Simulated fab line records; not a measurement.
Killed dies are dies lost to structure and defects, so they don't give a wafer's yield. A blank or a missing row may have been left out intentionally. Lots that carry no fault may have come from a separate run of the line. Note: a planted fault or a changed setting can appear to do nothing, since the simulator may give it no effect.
fab line records	flow nand_harc
[record] lots = 6	wafers = 18	last_day = 32
route steps=1302 shown A_SLIT@946 A_SIN_REMOVE@947 A_WL_FILL@952 END@1302
lots that met no fault: taken from a fault-free run of the same line
start_h: the number of hours between the record's first day and the start of the first shown wafer of the lot	wait_h: hours since the lot's step before	" same as the row above	L1.1+2: one row covering several wafers at once	- no value, or no start was given	* or withheld: withheld	< > ~ a bound
route shown NAME@n: names a module that has steps shown in the file, with the first one's number in the route	usual: the fault-free wafers' mean and standard deviation	same: alike in all rows	chamber/n: place in a boat	sites: the reading at each site	_std_site: their standard deviation	_edge_site: outer sites' mean less inner sites'	radius_mm: how far each site lies from the wafer's centre	mask NAME#n: copy n	behind: the last tool/chamber to shape the wafer	hold: reason for holding the lot/hours on hold/outcome of the hold	device: transistor that didn't switch, given as n, p or np	end of line: the tests these same wafers got at the end of their route	a step with no rows: only its recipe	killed: the dies lost at the first sort to structure and to defects; this is not the yield of the wafer	map: a wafer's dies, marking killed ones x, the rest . and places with no die _
set.NAME: the run value of the setting; set.NAME@STEP: its run value at that earlier step	model.NAME: the simulator's own value behind a step, which no gauge read
lots at some steps of the route; a table a step, a row a wafer
services: the hour from which a tool's chamber was out of use, counted from the record's first day as start_h (under 0 if before that day), plus the number of hours and why
[[steps]]
[step NHARC_A_SLIT_CD_MEAS_21]
[usual] cd_nm = 289.4/1.1
lot.wafer	tool	chamber	start_h	wait_h	cd_nm
L820.1	cd_sem-01	-	494.42	-	288.5
L820.4	"	-	"	"	287.7
L820.6	"	-	"	"	287.5
L825.2	cd_sem-01	-	546.82	-	289.7
L825.4	"	-	"	"	289.2
L825.6	"	-	"	"	290.2
L827.1	cd_sem-03	-	565.82	-	288.9
L827.2	"	-	"	"	291.5
L827.6	"	-	"	"	291.6
L835.3	cd_sem-01	-	630.09	-	289.6
L835.4	"	-	"	"	288.5
L835.6	"	-	"	"	289.6
L834.4	cd_sem-02	-	631.13	-	288.9
L834.5	"	-	"	"	289.3
L834.6	"	-	"	"	289.4
L839.2	cd_sem-03	-	672.30	-	289.0
L839.5	"	-	"	"	289.5
L839.6	"	-	"	"	290.1
[step NHARC_A_SIN_REMOVE_WET_00]
[recipe] temp_c = 160	time_s = 15300	chemistry = H3PO4
[step NHARC_A_SIN_REMOVE_PRECLEAN_01]
[recipe] time_s = *	temp_c = 50	bath_age_min = 0	chemistry = SC1
[step NHARC_A_SIN_REMOVE_SRD_02]
[step NHARC_A_SIN_REMOVE_INSPECT_04]
[usual] raw_defect_count = 402/92
lot.wafer	tool	chamber	start_h	wait_h	raw_defect_count
L820.1	defect_inspect-02	-	501.10	0.0	299
L820.4	"	-	"	"	370
L820.6	"	-	"	"	367
L825.2	defect_inspect-01	-	553.43	0.0	304
L825.4	"	-	"	"	382
L825.6	"	-	"	"	277
L827.1	defect_inspect-01	-	574.40	0.0	367
L827.2	"	-	"	"	357
L827.6	"	-	"	"	364
L835.3	defect_inspect-02	-	636.68	0.0	417
L835.4	"	-	"	"	373
L835.6	"	-	"	"	447
L834.4	defect_inspect-01	-	636.68	0.0	191
L834.5	"	-	"	"	268
L834.6	"	-	"	"	235
L839.2	defect_inspect-02	-	678.87	0.0	346
L839.5	"	-	"	"	360
L839.6	"	-	"	"	327
[step NHARC_A_WL_FILL_ALD_00]
[recipe] target_thk_a = 30	pulse_time_s = 3	ald_cycles = 30	temp_c = 300	material = Al2O3
[step NHARC_A_WL_FILL_RTA_01]
[recipe] temp_c = 1000	time_s = 5
[usual] lamp_power_pct = 30.44/0.057	wafer_temp_C_max = 1005.3/1.8
lot.wafer	tool	chamber	start_h	wait_h	lamp_power_pct	wafer_temp_C_max
L820.1	rtp_anneal-02	0	501.43	-	30.45	1009.1
L820.4	"	0	"	"	30.49	1008.6
L820.6	"	0	"	"	30.44	1008.5
L825.2	rtp_anneal-01	0	553.81	-	30.39	1003.9
L825.4	"	0	"	"	30.40	1004.0
L825.6	"	0	"	"	30.38	1003.4
L827.1	rtp_anneal-02	0	575.93	-	30.41	1005.5
L827.2	"	0	"	"	30.44	1005.8
L827.6	"	0	"	"	30.48	1007.2
L834.4	rtp_anneal-02	0	637.17	-	30.50	1007.4
L834.5	"	0	"	"	30.49	1006.6
L834.6	"	0	"	"	30.47	1006.1
L835.3	rtp_anneal-01	0	637.37	-	30.44	1003.6
L835.4	"	0	"	"	30.31	1003.8
L835.6	"	0	"	"	30.41	1004.1
L839.2	rtp_anneal-01	0	679.23	-	30.42	1004.6
L839.5	"	0	"	"	30.45	1002.6
L839.6	"	0	"	"	30.43	1003.0
[step NHARC_A_WL_FILL_ALD_02]
[recipe] target_thk_a = 20	pulse_time_s = 3	ald_cycles = 100	temp_c = 450	material = TiN
[usual] heater_power_w = 1089/110	precursor_pulse_height_rel = 0.998/0.02
lot.wafer	tool	chamber	start_h	wait_h	heater_power_w	precursor_pulse_height_rel
L820.1	ald_metal-04	2	501.69	0.2	932	0.988
L820.4	"	1	"	"	945	1.005
L820.6	"	0	"	"	1089	0.993
L825.4	ald_metal-01	3	554.00	0.1	1258	1.009
L825.2	"	2	"	"	1009	1.012
L825.6	"	3	"	"	1310	0.989
L827.1	ald_metal-01	3	576.17	0.2	1307	0.975
L827.2	"	1	"	"	1030	0.982
L827.6	"	3	"	"	1272	1.017
L834.4	ald_metal-04	0	637.39	0.2	1103	1.027
L834.5	"	0	"	"	1068	0.985
L834.6	"	1	"	"	974	0.997
L835.3	ald_metal-01	1	637.53	0.1	1028	1.020
L835.4	"	3	"	"	1276	0.993
L835.6	"	2	"	"	1030	0.976
L839.2	ald_metal-04	0	679.45	0.2	1029	1.032
L839.6	"	3	"	"	1188	1.027
L839.5	"	0	"	"	1041	1.019
[step NHARC_A_WL_FILL_CVD_03]
[recipe] target_thk_a = 400	temp_c = 300	pressure_torr = 40	wf6_flow_sccm = 40	h2_flow_sccm = 1600	ar_flow_sccm = 1560	time_s = 279	material = W
[usual] chamber_pressure_Torr = 40.00/0.079	heater_power_w = 457/51	throttle_valve_pct = 7.93/0.29
lot.wafer	tool	chamber	start_h	wait_h	chamber_pressure_Torr	heater_power_w	throttle_valve_pct
L820.1	cvd_w-02	1	502.15	0.1	40.14	444	8.06
L820.4	"	1	"	"	40.21	438	7.80
L820.6	"	0	"	"	39.99	390	8.12
L825.2	cvd_w-02	1	554.44	0.1	39.95	440	8.10
L825.4	"	0	"	"	40.12	394	8.03
L825.6	"	0	"	"	40.05	387	8.28
L827.2	cvd_w-02	1	576.61	0.1	40.03	450	7.99
L827.1	"	0	"	"	40.03	385	8.06
L827.6	"	1	"	"	39.89	439	8.24
L834.4	cvd_w-01	0	638.31	0.5	39.94	452	7.85
L834.6	"	0	"	"	40.01	441	7.57
L834.5	"	1	"	"	39.85	538	7.86
L835.3	cvd_w-01	1	638.61	0.7	39.96	542	7.93
L835.4	"	0	"	"	39.84	443	7.85
L835.6	"	0	"	"	39.86	449	7.78
L839.2	cvd_w-01	0	679.91	0.1	40.07	451	7.61
L839.6	"	1	"	"	40.05	537	7.74
L839.5	"	0	"	"	40.11	444	7.74
[step NHARC_A_WL_FILL_ETCHBACK_04]
[recipe] target_depth_a = 600	time_s = 120	chemistry = NF3
[usual] drypump_motor_current_A = 5.9/0.41	oes_product_au = 1.000/0.012	run_length_s = 141.3/0.43
lot.wafer	tool	chamber	start_h	wait_h	drypump_motor_current_A	oes_product_au	rf_hours_counter_h	run_length_s
L820.1	rie_metal-03	0	502.53	0.3	6.4	0.998	2.6	141.6
L820.4	"	1	"	"	6.0	1.019	-	141.2
L820.6	"	0	"	"	6.4	0.990	-	141.6
L825.2	rie_metal-03	1	554.81	0.3	5.9	1.003	0.5	141.3
L825.4	"	1	"	"	5.9	0.993	-	141.6
L825.6	"	1	"	"	5.9	0.996	-	141.2
L827.1	rie_metal-03	0	576.98	0.3	6.4	0.998	0.9	141.5
L827.2	"	1	"	"	5.9	1.009	0.9	141.4
L827.6	"	1	"	"	6.0	1.010	-	141.3
L834.4	rie_metal-03	1	638.65	0.3	5.9	1.015	-	141.3
L834.6	"	1	"	"	5.9	1.016	-	142.0
L834.5	"	0	"	"	6.4	1.000	-	141.4
L835.4	rie_metal-01	0	638.95	0.2	5.4	1.004	-	141.9
L835.3	"	1	"	"	5.3	1.001	-	140.6
L835.6	"	1	"	"	5.3	0.999	-	140.7
L839.2	rie_metal-03	1	680.26	0.3	6.0	1.001	3.4	141.5
L839.6	"	0	"	"	6.4	1.005	-	141.3
L839.5	"	1	"	"	6.0	1.006	-	141.2
[step NHARC_A_WL_FILL_ETCHBACK_05]
[recipe] target_depth_a = 220	time_s = 60	temp_c = 40	chemistry = Cl2/BCl3
[usual] drypump_motor_current_A = 5.9/0.41	oes_product_au = 1.002/0.012	run_length_s = 81.3/0.45
lot.wafer	tool	chamber	start_h	wait_h	drypump_motor_current_A	oes_product_au	rf_hours_counter_h	run_length_s
L820.1	rie_metal-03	0	502.77	0.2	6.4	0.993	2.7	81.4
L820.4	"	1	"	"	5.9	1.011	-	81.2
L820.6	"	1	"	"	5.9	1.026	-	81.3
L825.2	rie_metal-03	0	555.06	0.2	6.4	0.989	0.6	47.0
L825.4	"	1	"	"	6.0	0.988	-	81.5
L825.6	"	0	"	"	6.4	0.993	-	47.3
L827.1	rie_metal-03	0	577.23	0.2	6.4	1.001	1.1	81.3
L827.2	"	1	"	"	5.9	0.999	1.1	47.0
L827.6	"	1	"	"	5.9	1.008	-	47.2
L834.4	rie_metal-03	0	638.85	0.2	6.4	0.999	-	81.5
L834.5	"	0	"	"	6.4	0.998	-	81.3
L834.6	"	1	"	"	5.9	1.013	-	81.3
L835.4	rie_metal-01	1	639.15	0.2	5.4	0.992	-	80.4
L835.3	"	0	"	"	5.4	0.999	-	81.7
L835.6	"	1	"	"	5.4	1.005	-	81.0
L839.2	rie_metal-03	1	680.48	0.2	5.9	1.013	3.5	81.5
L839.5	"	0	"	"	6.4	0.997	-	81.5
L839.6	"	1	"	"	5.9	1.008	-	81.7
[step NHARC_A_WL_FILL_STRIP_27]
[recipe] power_w = 1500	temp_c = 250	time_s = 20	chemistry = N2/H2
[usual] drypump_motor_current_A = 6.03/0.13	heater_power_w = 329/33
lot.wafer	tool	chamber	start_h	wait_h	drypump_motor_current_A	heater_power_w	rf_hours_counter_h
L820.1	plasma_asher-02	0	502.91	0.1	5.82	271	11
L820.4	"	1	"	"	6.15	366	-
L820.6	"	1	"	"	6.12	353	-
L825.2	plasma_asher-02	1	555.19	0.1	6.16	358	21
L825.4	"	1	"	"	6.11	351	-
L825.6	"	0	"	"	5.82	274	-
L827.1	plasma_asher-02	1	577.37	0.1	6.14	354	26
L827.2	"	0	"	"	5.80	275	26
L827.6	"	1	"	"	6.12	357	-
L834.4	plasma_asher-01	1	639.00	0.1	6.13	345	-
L834.6	"	1	"	"	6.14	347	-
L834.5	"	0	"	"	6.08	344	-
L835.4	plasma_asher-01	0	639.31	0.1	6.06	353	-
L835.3	"	1	"	"	6.12	348	-
L835.6	"	0	"	"	6.07	346	-
L839.2	plasma_asher-02	0	680.63	0.1	5.80	275	8
L839.5	"	1	"	"	6.09	322	-
L839.6	"	0	"	"	5.78	281	-
[step NHARC_END_SORT_01]
[recipe] temp_c = 25
[usual] killed_at_array = 55/19	killed_at_other = 0.9/1.4	killed_at_periphery = 3.8/2.9	killed_dies = 60/19	killed_open = 3.3/1.8	killed_short = 2.6/1.6
[same] gross_dies = 677
lot.wafer	tool	chamber	start_h	wait_h	killed_at_array	killed_at_other	killed_at_periphery	killed_dies	killed_open	killed_short
L835.3	prober-01	0	736.61	3.1	50	1	3	54	3	0
L835.4	prober-01	0	737.41	3.4	71	2	1	74	2	1
L835.6	prober-01	0	739.00	4.0	70	1	2	73	5	1
// killed by level:class
L835.3 A_CHANNEL_HOLE_D1:chamber_film_flake=22 A_SLIT:chamber_film_flake=18 A_CONTACT:chamber_film_flake=3 P_M0:geometric_particle:open=2 A_CHANNEL_FILL_D1:chamber_film_flake=2 A_DECK1_JOINT:chamber_film_flake=2 A_STAIRCASE:chamber_film_flake=2 A_M0:geometric_particle:open=1
L835.4 A_CHANNEL_HOLE_D1:chamber_film_flake=31 A_SLIT:chamber_film_flake=28 A_CONTACT:chamber_film_flake=5 A_STAIRCASE:chamber_film_flake=4 THIN_TSV:chamber_film_flake=2 P_GATE:geometric_particle:open=1 A_DECK1_JOINT:geometric_particle:short=1 A_CONTACT:geometric_particle:open=1
L835.6 A_CHANNEL_HOLE_D1:chamber_film_flake=34 A_SLIT:chamber_film_flake=21 A_STAIRCASE:chamber_film_flake=4 A_CONTACT:chamber_film_flake=4 P_CONTACT:geometric_particle:open=1 P_M2:geometric_particle:open=1 A_SOURCE_PLATE:geometric_particle:short=1 A_ONON_D2:geometric_particle:open=1
[[services]]
tool	chamber	start_h	hours	kind
ald_metal-01	3	492.36	10.8	repair
ald_metal-01	1	499.23	26.6	repair
ald_metal-04	3	500.06	26.5	repair
plasma_asher-02	-	513.49	2.5	repair
plasma_asher-01	-	519.00	9.0	pm
rie_metal-03	-	519.00	9.0	pm
rie_metal-03	0	519.00	9.0	vent_cycle
rie_metal-03	1	519.00	9.0	vent_cycle
ald_metal-01	-	526.00	10.0	pm
rie_metal-03	0	528.00	-	clean
cvd_w-01	-	547.00	13.0	pm
rie_metal-01	-	561.58	0.3	repair
ald_metal-01	3	564.45	6.5	repair
rie_metal-01	-	575.00	9.0	pm
cvd_w-02	0	586.97	13.8	repair
rie_metal-01	-	593.05	0.3	repair
ald_metal-01	3	602.60	2.2	repair
plasma_asher-02	-	619.13	0.3	repair
plasma_asher-02	-	624.94	9.0	pm
cvd_w-02	-	631.15	13.0	pm
plasma_asher-02	-	635.69	4.3	repair
ald_metal-01	0	639.38	31.1	repair
ald_metal-04	-	652.00	10.0	pm
ald_metal-04	-	668.59	1.4	repair
[[key]]
[first_sign] step = NHARC_A_WL_FILL_ETCHBACK_05	reading = run_length_s	direction = down	sigmas = 77	usual = *	struck = *
effect none on later readings
met_at NHARC_A_WL_FILL_ETCHBACK_05
struck_wafers L825.2,L825.6,L827.2,L827.6
tester_left_out L825,L827
onset_between 502.77 555.06
[fault] kind = process_parameter_drift	tool = rie_metal-03	chamber = -	onset_h = 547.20	steps = NHARC_A_WL_FILL_ETCHBACK_05	channel = time_s	offset = *	shape = step	end_h = 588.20	scope = struck_wafers_only	acts_in = *	stated = *
// tester_left_out: of these lots the tester's yield and bins aren't shown, on N5 and GAA mostly nor the transistor test; their killed dies are dies lost to structure and defects alone, not to doping, threshold or leakage, so they don't give the yield
